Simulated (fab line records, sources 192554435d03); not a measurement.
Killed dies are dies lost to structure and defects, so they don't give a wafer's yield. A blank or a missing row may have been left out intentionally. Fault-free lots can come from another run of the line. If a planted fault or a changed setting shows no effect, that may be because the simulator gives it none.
Which tool did it? | flow n5-finfet | Sampling: 24 lots, 72 wafers, 4 of 1938 route steps

WHAT EACH GAUGE READ, for each wafer
N5_BEOL_M12_INSPECT_55: inspects for defects (darkfield).
lot  | measured     | on                | raw-defect-count
L074 | day 10 23:35 | defect-inspect-02 | 65 72 143
L075 | day 11 00:09 | defect-inspect-02 | 51 46 43
L076 | day 11 04:19 | defect-inspect-01 | 65 66 73
L078 | day 11 15:15 | defect-inspect-01 | 45 71 57
L079 | day 11 15:47 | defect-inspect-02 | 36 40 109
L077 | day 11 16:11 | defect-inspect-01 | 28 47 29
L080 | day 12 00:01 | defect-inspect-02 | 69 86 57
L081 | day 12 06:53 | defect-inspect-02 | 30 41 59
L082 | day 12 17:14 | defect-inspect-02 | 63 55 51
L083 | day 12 18:42 | defect-inspect-02 | 68 93 78
L084 | day 13 05:37 | defect-inspect-02 | 47 73 121
L085 | day 13 08:51 | defect-inspect-01 | 71 68 69
L086 | day 13 15:10 | defect-inspect-01 | 60 35 69
L088 | day 13 21:25 | defect-inspect-01 | 76 75 86
L089 | day 14 04:21 | defect-inspect-02 | 111 132 127
L090 | day 14 04:44 | defect-inspect-02 | 63 78 69
L087 | day 14 08:31 | defect-inspect-01 | 80 55 61
L091 | day 14 09:02 | defect-inspect-01 | 65 87 91
L092 | day 16 01:47 | defect-inspect-02 | 86 81 74
L093 | day 16 06:26 | defect-inspect-01 | 82 95 105
L097 | day 16 06:46 | defect-inspect-02 | 61 102 96
L094 | day 16 06:40 | defect-inspect-02 | 70 93 92
L095 | day 16 07:20 | defect-inspect-01 | 36 66 49
L096 | day 17 10:28 | defect-inspect-02 | 54 62 53

N5_BEOL_M13_OVL_MEAS_11.
lot  | measured     | on         | V12_OVL (nm)
L074 | day 11 00:13 | overlay-02 | 4 -8 7
L075 | day 11 00:47 | overlay-01 | -1 2 -3
L076 | day 11 04:57 | overlay-02 | 3 0 8
L078 | day 11 15:55 | overlay-01 | 2 3 -1
L079 | day 11 16:19 | overlay-02 | -13 -6 -5
L077 | day 11 16:43 | overlay-01 | -6 -2 -4
L080 | day 12 00:40 | overlay-01 | -7 -9 -1
L081 | day 12 07:32 | overlay-02 | -14 -13 -14
L082 | day 12 17:53 | overlay-02 | 4 -6 0
L083 | day 12 19:13 | overlay-01 | 13 5 1
L084 | day 13 06:15 | overlay-01 | 3 -1 0
L085 | day 13 09:34 | overlay-01 | 2 -6 -6
L086 | day 13 15:43 | overlay-02 | 9 9 7
L088 | day 13 21:56 | overlay-01 | 3 10 11
L089 | day 14 04:59 | overlay-01 | 3 -3 -3
L090 | day 14 05:16 | overlay-01 | -1 -8 -3
L087 | day 14 09:02 | overlay-02 | 2 2 -8
L091 | day 14 09:33 | overlay-02 | -5 -9 0
L092 | day 16 02:19 | overlay-02 | -2 -4 -1
L093 | day 16 06:58 | overlay-02 | -2 -2 -3
L097 | day 16 07:28 | overlay-01 | -8 -9 -6
L094 | day 16 07:19 | overlay-01 | -4 0 -9
L095 | day 16 07:59 | overlay-01 | -4 -1 -6
L096 | day 17 10:59 | overlay-02 | -3 -5 -1

WHAT TOOL EACH LOT RAN ON (gives the tool, then ch and the chambers of the sampled wafers, and finally the start)
lot  | N5_BEOL_M12_STRIP_37                 | N5_BEOL_M12_PRE_CLEAN_42
L074 | plasma-asher-01 ch 0,1, day 10 21:02 | pvd-sputter-03, day 10 22:22
L075 | plasma-asher-01 ch 0,1, day 10 21:32 | pvd-sputter-03, day 10 22:41
L076 | plasma-asher-01 ch 0,1, day 11 00:55 | pvd-sputter-01, day 11 03:02
L078 | plasma-asher-02 ch 0,1, day 11 13:25 | pvd-sputter-01, day 11 14:03
L079 | plasma-asher-01 ch 0,1, day 11 13:53 | pvd-sputter-01, day 11 14:34
L077 | plasma-asher-01 ch 0,1, day 11 14:22 | pvd-sputter-01, day 11 14:59
L080 | plasma-asher-01 ch 0,1, day 11 20:01 | pvd-sputter-03, day 11 22:49
L081 | plasma-asher-02 ch 0,1, day 12 05:05 | pvd-sputter-02, day 12 05:26
L082 | plasma-asher-02 ch 0,1, day 12 14:38 | pvd-sputter-03, day 12 16:01
L083 | plasma-asher-01 ch 0,1, day 12 17:07 | pvd-sputter-03, day 12 17:29
L084 | plasma-asher-02 ch 0,1, day 13 01:53 | pvd-sputter-03, day 13 04:22
L085 | plasma-asher-02 ch 0,1, day 13 05:40 | pvd-sputter-02, day 13 07:39
L086 | plasma-asher-01 ch 0,1, day 13 12:32 | pvd-sputter-02, day 13 13:58
L088 | plasma-asher-01 ch 0,1, day 13 18:18 | pvd-sputter-03, day 13 20:12
L089 | plasma-asher-02 ch 0,1, day 14 01:03 | pvd-sputter-02, day 14 03:05
L090 | plasma-asher-01 ch 0,1, day 14 02:13 | pvd-sputter-03, day 14 03:20
L087 | plasma-asher-02 ch 0,1, day 14 05:10 | pvd-sputter-02, day 14 07:02
L091 | plasma-asher-02 ch 0,1, day 14 06:40 | pvd-sputter-01, day 14 07:16
L092 | plasma-asher-01 ch 0,1, day 15 21:52 | pvd-sputter-01, day 16 00:34
L093 | plasma-asher-02 ch 0, day 16 01:05   | pvd-sputter-01, day 16 05:14
L097 | plasma-asher-01 ch 0,1, day 16 01:38 | pvd-sputter-02, day 16 05:26
L094 | plasma-asher-01 ch 0,1, day 16 02:54 | pvd-sputter-03, day 16 05:25
L095 | plasma-asher-01 ch 0, day 16 04:10   | pvd-sputter-01, day 16 05:50
L096 | plasma-asher-01 ch 0,1, day 17 06:44 | pvd-sputter-02, day 17 09:16
- N5_BEOL_M12_STRIP_37: strips in N2/H2.
- N5_BEOL_M12_PRE_CLEAN_42: time 30 s.

AS READ BY THE TOOLS THEMSELVES (means over the sampled wafers that have a number; for cases with no such wafer, the mark the record gives instead)
N5_BEOL_M12_STRIP_37.
lot  | tool            | drypump-motor-current-A (A) | h2-flow-sccm (sccm) | heater-power-w (W) | oes-product-au (a.u.)
L074 | plasma-asher-01 | 5.5                         | 3253                | 321                | 0.797
L075 | plasma-asher-01 | 5.5                         | 3243                | 316                | 0.783
L076 | plasma-asher-01 | 5.5                         | 3252                | 323                | 0.786
L078 | plasma-asher-02 | 6.0                         | 3253                | 328                | 0.786
L079 | plasma-asher-01 | 5.3                         | 3257                | 321                | 0.794
L077 | plasma-asher-01 | 5.3                         | 3251                | 326                | 0.793
L080 | plasma-asher-01 | 5.3                         | 3244                | 321                | 0.785
L081 | plasma-asher-02 | 6.0                         | 3252                | 336                | 0.786
L082 | plasma-asher-02 | 6.0                         | 3244                | 333                | 0.797
L083 | plasma-asher-01 | 5.5                         | 3247                | 325                | 0.785
L084 | plasma-asher-02 | 5.6                         | 3262                | 331                | 0.787
L085 | plasma-asher-02 | 5.7                         | 3253                | 333                | 0.780
L086 | plasma-asher-01 | 5.5                         | 3245                | 320                | 0.785
L088 | plasma-asher-01 | 5.3                         | 3253                | 325                | 0.784
L089 | plasma-asher-02 | 5.6                         | 3244                | 332                | 0.781
L090 | plasma-asher-01 | 5.3                         | 3258                | 326                | 0.788
L087 | plasma-asher-02 | 6.0                         | 3252                | 335                | 0.785
L091 | plasma-asher-02 | 6.0                         | 3255                | 336                | 0.789
L092 | plasma-asher-01 | 5.5                         | 3259                | 314                | 0.805
L093 | plasma-asher-02 | 6.4                         | 3232                | 335                | 0.783
L097 | plasma-asher-01 | 5.5                         | 3251                | 320                | 0.801
L094 | plasma-asher-01 | 5.5                         | 3250                | 320                | 0.797
L095 | plasma-asher-01 | 5.0                         | 3244                | 322                | 0.786
L096 | plasma-asher-01 | 5.5                         | 3239                | 319                | 0.789

N5_BEOL_M12_PRE_CLEAN_42.
lot  | tool           | heater-power-w (W)
L074 | pvd-sputter-03 | 344
L075 | pvd-sputter-03 | 313
L076 | pvd-sputter-01 | 365
L078 | pvd-sputter-01 | 364
L079 | pvd-sputter-01 | 384
L077 | pvd-sputter-01 | 358
L080 | pvd-sputter-03 | 360
L081 | pvd-sputter-02 | 326
L082 | pvd-sputter-03 | 331
L083 | pvd-sputter-03 | 342
L084 | pvd-sputter-03 | 353
L085 | pvd-sputter-02 | 328
L086 | pvd-sputter-02 | 315
L088 | pvd-sputter-03 | 356
L089 | pvd-sputter-02 | 340
L090 | pvd-sputter-03 | 330
L087 | pvd-sputter-02 | 323
L091 | pvd-sputter-01 | 363
L092 | pvd-sputter-01 | 348
L093 | pvd-sputter-01 | 370
L097 | pvd-sputter-02 | 343
L094 | pvd-sputter-03 | 326
L095 | pvd-sputter-01 | 362
L096 | pvd-sputter-02 | 352

THE ANSWER, worked out from the rows above alone
Rule: the lots themselves supply what counts as usual. Put in order of their means at a reading, lots are off if they are a third of the lots or fewer, leave a main group of 4 or more, and stand apart from it by a gap of 3 or more times the standard deviation of the main group's means; of several such gaps the widest counts. Not used: any main group whose means are identical at the precision the tables above print for the reading. Also off: a lot with no number at a reading for which 4 or more lots have one. Where the step has rows for the other lots, those lots are counted as sound. After the gauges, taken in route order, come the tools' own readings; for these a lot's mean is taken, as printed above. The first step at which some lot is off is used, and at that step the reading that is off furthest; a lot without a number counts as furthest.
Across all readings shown, no lot is off: no conclusion can be drawn from this.

WHAT THE SIMULATOR HAD PUT IN
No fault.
